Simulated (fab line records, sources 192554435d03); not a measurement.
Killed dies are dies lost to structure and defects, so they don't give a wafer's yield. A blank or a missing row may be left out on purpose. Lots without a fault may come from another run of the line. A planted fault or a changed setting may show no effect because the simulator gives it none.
Chamber matching | flow n5_finfet | N5_BEOL_M9_CURE_72 on uv_cure-01: 3 sister chambers
The step cures SiCOH lowk, time 120 s. 5 wafers are shown with their chamber, then 11 later ones without.

WAFERS WITH THEIR CHAMBER
wafer  | chamber | wafer_temp_C_max | lamp_power_pct (%)
L088.5 | 2       | 372.1            | 52.30
L088.6 | 2       | 371.8            | 52.22
L084.5 | 1       | 372.7            | 52.33
L084.6 | 1       | 372.3            | 52.41
L087.1 | 0       | 371.1            | 52.31

WAFERS WITHOUT THEIR CHAMBER
wafer  | wafer_temp_C_max | lamp_power_pct (%)
L087.2 | 371.1            | 52.36
L087.6 | 370.7            | 52.24
L091.1 | 372.2            | 52.39
L091.3 | 372.1            | 52.35
L091.4 | 372.0            | 52.28
L094.4 | 370.7            | 52.33
L094.5 | 370.9            | 52.31
L094.6 | 371.2            | 52.31
L095.2 | 371.7            | 52.30
L095.4 | 371.4            | 52.35
L095.5 | 371.9            | 52.34

WHICH CHAMBER EACH WENT THROUGH
wafer  | from the rows above          | in truth
L087.2 | 0                            | 0
L087.6 | 0                            | 0
L091.1 | can't be placed: 1 or 2      | 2
L091.3 | can't be placed: 1 or 2      | 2
L091.4 | 2                            | 2
L094.4 | 0                            | 0
L094.5 | 0                            | 0
L094.6 | 0                            | 0
L095.2 | can't be placed: 2 or 0      | 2
L095.4 | can't be placed: 0 or 2      | 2
L095.5 | can't be placed: 2 or 1 or 0 | 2
Placed correctly: 6 of 11. Can't be placed from these rows: 5 (the true chamber is among the candidates in 5). Placed wrongly: 0.
How it was worked out, from the rows above alone: a wafer's distance from a chamber is the root of the sum, over the readings, of the square of ((its reading less the chamber's mean) divided by the reading's scatter). The wafer belongs to the nearest chamber; if the next one is less than 2 further off, it can't be placed. A chamber's mean is the mean of its shown wafers. The scatter: the root of (the sum of the squares of (reading less its chamber's mean) over the shown wafers, divided by (wafers less chambers)).
